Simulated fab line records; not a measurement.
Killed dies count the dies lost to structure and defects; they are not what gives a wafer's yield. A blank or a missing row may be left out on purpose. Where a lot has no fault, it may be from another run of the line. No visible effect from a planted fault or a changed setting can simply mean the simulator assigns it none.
Chamber matching	flow n5_finfet	rie_diel-04 running N5_BEOL_M7_STRIP_36: 4 sister chambers
The step strips in N2/H2. 14 wafers are shown with their chamber, then 7 later ones without.

## WAFERS, EACH WITH ITS CHAMBER
wafer	chamber	drypump_motor_current_A (A)	showerhead_plenum_p_Torr (Torr)	throttle_valve_pct (%)
L075.3	3	6.5	2.53	23.71
L075.5	1	6.2	2.54	23.92
L075.6	0	5.4	2.69	23.47
L080.1	3	6.5	2.52	23.66
L080.3	1	6.2	2.54	23.91
L080.4	2	6.5	2.52	23.72
L087.3	0	5.4	2.67	23.49
L087.5	2	6.5	2.51	23.75
L087.6	3	6.4	2.52	23.71
L085.3	1	6.1	2.53	23.95
L085.4	0	5.4	2.67	23.52
L085.6	2	6.5	2.51	23.71
L086.1	3	6.4	2.52	23.68
L086.2	1	6.2	2.53	23.95

SIGNATURES (averages over the wafers above)
reading	chamber 0	chamber 1	chamber 2	chamber 3	scatter within a chamber
drypump_motor_current_A	5.400	6.175	6.500	6.450	0.0418
showerhead_plenum_p_Torr	2.6767	2.5350	2.5133	2.5225	0.00713
throttle_valve_pct	23.4933	23.9325	23.7267	23.6900	0.0228
Rule: for each reading, subtract the chamber's mean from the wafer's reading, divide by that reading's scatter and square the result; add these up over the readings and take the root, which gives the wafer's distance from the chamber. The wafer belongs to the nearest chamber; if the next one is less than 2 further off, it can't be placed. How the scatter is found: for the shown wafers, subtract from each reading the mean of its chamber, square and add these, divide the total by (wafers less chambers), then take the root.

## WAFERS WITH NO CHAMBER GIVEN
wafer	drypump_motor_current_A (A)	showerhead_plenum_p_Torr (Torr)	throttle_valve_pct (%)
L086.6	6.5	2.51	23.74
L092.1	6.5	2.52	23.69
L092.2	6.5	2.51	23.75
L092.6	6.5	2.52	23.69
L096.1	5.4	2.67	23.54
L096.5	6.5	2.51	23.70
L096.6	5.4	2.67	23.51

## EACH ONE'S CHAMBER
wafer	from the rows above	in truth
L086.6	2	2
L092.1	can't be placed: 3 or 2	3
L092.2	2	2
L092.6	can't be placed: 3 or 2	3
L096.1	0	0
L096.5	can't be placed: 2 or 3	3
L096.6	0	0
4 of 7 placed correctly. Cannot be placed on the basis of these rows: 3; the candidates contain the true chamber in 3. Number placed wrongly: 0.
